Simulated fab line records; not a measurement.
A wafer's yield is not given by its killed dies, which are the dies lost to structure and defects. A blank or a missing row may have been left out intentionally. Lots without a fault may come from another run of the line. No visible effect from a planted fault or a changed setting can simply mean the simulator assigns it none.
The tool behind it: which one? | flow n5 finfet | 10 lots with 29 wafers sampled at 6 steps, on a route of 1938 steps

## WHAT EACH GAUGE READ, for each wafer
N5_BEOL_M4_RC_MEAS_101. Usual: DIBL_N 36.3 mV/V, standard deviation 1.2; DIBL_P 36.3 mV/V, standard deviation 1.4; IOFF_N 0.160 nA/um, standard deviation 0.02; IOFF_P 0.210 nA/um, standard deviation 0.025; ION_N 675 uA/um, standard deviation 9.5; ION_P 462 uA/um, standard deviation 7; SS_N 71.5 mV/dec, standard deviation 0.53; SS_P 73.4 mV/dec, standard deviation 0.55; VT_N 249.5 mV, standard deviation 2.6; VT_P -250.1 mV, standard deviation 2.9.
lot  | measured     | on        | DIBL_N (mV/V)  | DIBL_P (mV/V)  | IOFF_N (nA/um)    | IOFF_P (nA/um)    | ION_N (uA/um) | ION_P (uA/um) | SS_N (mV/dec)  | SS_P (mV/dec)  | VT_N (mV)         | VT_P (mV)            | flag
L844 | day 8 23:34  | prober-01 | 34.6 34.2 36.5 | 33.6 32.9 36.7 | 0.135 0.121 0.167 | 0.161 0.154 0.203 | 666 663 674   | 450 452 462   | 72.3 71.7 72.4 | 72.7 73.2 73.9 | 252.2 251.1 250.2 | -252.7 -256.1 -251.2 |
L845 | day 9 18:37  | prober-02 | 36.3 35.9      | 34.9 34.7      | 0.153 0.137       | 0.215 0.208       | 677 664       | 470 461       | 71.7 70.9      | 73.4 74.0      | 250.1 249.9       | -252.6 -249.6        |
L846 | day 9 18:59  | prober-01 | 35.4 35.3 35.5 | 37.2 36.7 36.8 | 0.147 0.145 0.142 | 0.184 0.182 0.176 | 676 670 670   | 449 456 454   | 71.5 71.5 72.1 | 72.9 73.2 73.9 | 252.4 252.5 255.6 | -253.0 -253.3 -251.6 |
L847 | day 10 00:52 | prober-01 | 37.5 37.3 39.3 | 36.8 36.6 38.2 | 0.145 0.143 0.168 | 0.188 0.180 0.201 | 653 662 665   | 450 453 455   | 71.6 71.6 72.5 | 73.6 73.6 73.5 | 254.1 252.0 250.0 | -254.0 -252.6 -252.0 |
L856 | day 13 02:29 | prober-01 | 37.2 37.8 37.4 | 37.4 37.3 37.1 | 0.169 0.180 0.168 | 0.239 0.244 0.236 | 684 679 679   | 459 466 470   | 72.5 72.3 71.8 | 73.6 73.9 72.7 | 247.4 245.2 250.2 | -250.6 -247.5 -246.4 |
L858 | day 14 05:13 | prober-01 | 36.4 35.2 37.0 | 36.7 36.0 38.2 | 0.158 0.150 0.183 | 0.191 0.186 0.222 | 683 678 688   | 464 459 469   | 72.2 72.1 72.0 | 73.5 72.6 74.2 | 251.5 249.7 247.0 | -252.5 -253.6 -250.8 |
L861 | day 15 02:28 | prober-02 | 36.9 39.5 38.2 | 37.5 40.0 38.9 | 0.162 0.206 0.186 | 0.215 0.265 0.236 | 668 685 674   | 463 464 457   | 71.9 71.7 71.6 | 73.5 74.6 74.7 | 250.5 248.3 249.9 | -248.9 -246.1 -248.1 |
L859 | day 14 17:20 | prober-01 | 37.6 37.5 35.9 | 37.1 38.0 35.6 | 0.161 0.166 0.140 | 0.217 0.232 0.205 | 668 672 672   | 463 459 463   | 72.0 72.5 71.4 | 73.6 74.2 73.5 | 248.7 250.3 249.4 | -250.7 -246.4 -251.9 |
L866 | day 15 20:00 | prober-01 | 33.8 35.6 36.2 | 35.9 36.3 37.2 | 0.157 0.190 0.183 | 0.187 0.194 0.204 | 675 668 668   | 459 452 452   | 70.8 71.2 71.7 | 73.3 73.7 74.0 | 248.4 248.9 250.5 | -252.7 -254.3 -252.4 |
L865 | day 16 03:17 | prober-02 | 35.3 34.8 34.6 | 36.4 34.8 35.8 | 0.154 0.143 0.151 | 0.208 0.183 0.206 | 679 683 691   | 472 466 466   | 71.6 70.8 71.3 | 72.7 72.7 72.1 | 247.8 248.7 250.1 | -249.9 -250.5 -247.9 |

## EACH LOT AND THE TOOL THAT RAN IT (in order: tool; ch and the chambers of the sampled wafers; start)
lot  | N5_BEOL_M3_ANNEAL_49         | N5_BEOL_M3_ANNEAL_82         | N5_BEOL_M3_SPUTTER_94        | N5_BEOL_M3_ECD_50              | N5_BEOL_M3_CMP_52
L844 | pvd sputter-03, day 8 08:49  | pvd sputter-03, day 8 09:16  | pvd sputter-03, day 8 10:17  | ecd cu-02 ch 0,1, day 8 10:37  | cmp-03 ch 1,2, day 8 11:02
L845 | pvd sputter-03, day 8 15:48  | pvd sputter-03, day 8 16:14  | pvd sputter-03, day 8 17:16  | ecd cu-02 ch 1, day 8 17:35    | cmp-02 ch 1,3, day 8 18:02
L846 | pvd sputter-01, day 8 22:44  | pvd sputter-01, day 8 23:10  | pvd sputter-01, day 9 00:11  | ecd cu-02 ch 0,1, day 9 00:32  | cmp-03 ch 0,2,3, day 9 01:01
L847 | pvd sputter-02, day 9 08:10  | pvd sputter-02, day 9 08:37  | pvd sputter-02, day 9 09:38  | ecd cu-02 ch 0,1, day 9 09:58  | cmp-01 ch 2,3, day 9 10:26
L856 | pvd sputter-02, day 11 10:29 | pvd sputter-02, day 11 10:55 | pvd sputter-02, day 11 15:01 | ecd cu-01 ch 0,1, day 11 15:21 | cmp-03 ch 1,2, day 11 15:59
L858 | pvd sputter-01, day 13 00:08 | pvd sputter-01, day 13 00:35 | pvd sputter-01, day 13 01:36 | ecd cu-02 ch 0,1, day 13 01:56 | cmp-02 ch 1,2,3, day 13 02:19
L861 | pvd sputter-01, day 13 15:52 | pvd sputter-01, day 13 16:18 | pvd sputter-01, day 13 17:19 | ecd cu-02 ch 0,1, day 13 17:40 | cmp-02 ch 0,1, day 13 18:13
L859 | pvd sputter-02, day 13 16:02 | pvd sputter-02, day 13 16:29 | pvd sputter-02, day 13 17:30 | ecd cu-02 ch 0,1, day 13 17:50 | cmp-02 ch 2,3, day 13 18:27
L866 | pvd sputter-02, day 14 05:22 | pvd sputter-02, day 14 05:48 | pvd sputter-02, day 14 06:49 | ecd cu-01 ch 0,1, day 14 07:09 | cmp-03 ch 0,1,2, day 14 08:10
L865 | pvd sputter-01, day 14 10:26 | pvd sputter-01, day 14 10:53 | pvd sputter-01, day 14 11:54 | ecd cu-02 ch 0,1, day 14 12:14 | cmp-01 ch 0,2,3, day 14 12:40
- N5_BEOL_M3_ANNEAL_49: time 240 s.
- N5_BEOL_M3_ANNEAL_82: time 240 s.
- N5_BEOL_M3_SPUTTER_94: material Cu, target thk 4.5 nm, time 8.29 s.
- N5_BEOL_M3_ECD_50: material Cu, target thk 300 nm.
- N5_BEOL_M3_CMP_52: polishes, stops on SiOC, t overpolish 6.8 s, target thk 40 nm.

## WHAT THE TOOLS THEMSELVES READ (means of the sampled wafers that have a number; where no wafer has one, the mark that the record gives instead)
N5_BEOL_M3_ANNEAL_49. Usual: heater power w reads 784 W (standard deviation 110).
lot  | tool           | heater power w (W) | flag
L844 | pvd sputter-03 | 916                |
L845 | pvd sputter-03 | 850                |
L846 | pvd sputter-01 | 780                |
L847 | pvd sputter-02 | 850                |
L856 | pvd sputter-02 | 736                |
L858 | pvd sputter-01 | 747                |
L861 | pvd sputter-01 | 760                |
L859 | pvd sputter-02 | 785                |
L866 | pvd sputter-02 | 754                |
L865 | pvd sputter-01 | 747                |

N5_BEOL_M3_ANNEAL_82. Usual: heater power w reads 786 W (standard deviation 110).
lot  | tool           | heater power w (W) | flag
L844 | pvd sputter-03 | 904                |
L845 | pvd sputter-03 | 872                |
L846 | pvd sputter-01 | 790                |
L847 | pvd sputter-02 | 852                |
L856 | pvd sputter-02 | 740                |
L858 | pvd sputter-01 | 753                |
L861 | pvd sputter-01 | 766                |
L859 | pvd sputter-02 | 792                |
L866 | pvd sputter-02 | 759                |
L865 | pvd sputter-01 | 756                |

N5_BEOL_M3_SPUTTER_94. Usual: chuck gas flow sccm 1.27 sccm, standard deviation 0.053; throttle valve pct 30.4 %, standard deviation 1.5.
lot  | tool           | chuck gas flow sccm (sccm) | throttle valve pct (%) | flag
L844 | pvd sputter-03 | 1.21                       | 31.4                   |
L845 | pvd sputter-03 | 1.28                       | 30.8                   |
L846 | pvd sputter-01 | 1.26                       | 30.6                   |
L847 | pvd sputter-02 | 1.28                       | 29.3                   |
L856 | pvd sputter-02 | 1.29                       | 31.3                   |
L858 | pvd sputter-01 | 1.30                       | 29.2                   |
L861 | pvd sputter-01 | 1.25                       | 28.6                   |
L859 | pvd sputter-02 | 1.30                       | 30.3                   |
L866 | pvd sputter-02 | 1.23                       | 30.3                   |
L865 | pvd sputter-01 | 1.22                       | 29.1                   |

N5_BEOL_M3_CMP_52. Usual: motor current A 5.8 A, standard deviation 0.32; time to endpoint s 60.5 s, standard deviation 2.3.
lot  | tool   | motor current A (A) | time to endpoint s (s) | flag
L844 | cmp-03 | 5.7                 | 58.6                   |
L845 | cmp-02 | 5.8                 | 75.7                   | OFF
L846 | cmp-03 | 5.9                 | 72.4                   | OFF
L847 | cmp-01 | 5.9                 | 72.1                   | OFF
L856 | cmp-03 | 5.9                 | 61.7                   |
L858 | cmp-02 | 5.9                 | 58.7                   |
L861 | cmp-02 | 5.6                 | 60.3                   |
L859 | cmp-02 | 6.0                 | 60.9                   |
L866 | cmp-03 | 6.2                 | 62.8                   |
L865 | cmp-01 | 6.1                 | 60.5                   |

## THE ANSWER, worked out from the rows above alone
Rule: lot off if the mean of its wafers having a number is beyond 3 standard deviations from the usual mean. Also off: a lot with no number at a reading for which 4 or more lots have one. The other lots that the step has rows for count as sound. After the gauges, taken in route order, come the tools' own readings; for these a lot's mean is taken, as printed above. At the first step where some lot is off, the reading lying furthest off is the one used; lots without a number count as furthest.
Off: L845, L846, L847 (N5_BEOL_M3_CMP_52, time to endpoint s).
If a tool, at that step or one of the process steps before it, ran each lot that is off and ran no sound lot following the first of them, it fits. Not one of the candidates tried fits.

## WHAT THE SIMULATOR HAD PUT IN
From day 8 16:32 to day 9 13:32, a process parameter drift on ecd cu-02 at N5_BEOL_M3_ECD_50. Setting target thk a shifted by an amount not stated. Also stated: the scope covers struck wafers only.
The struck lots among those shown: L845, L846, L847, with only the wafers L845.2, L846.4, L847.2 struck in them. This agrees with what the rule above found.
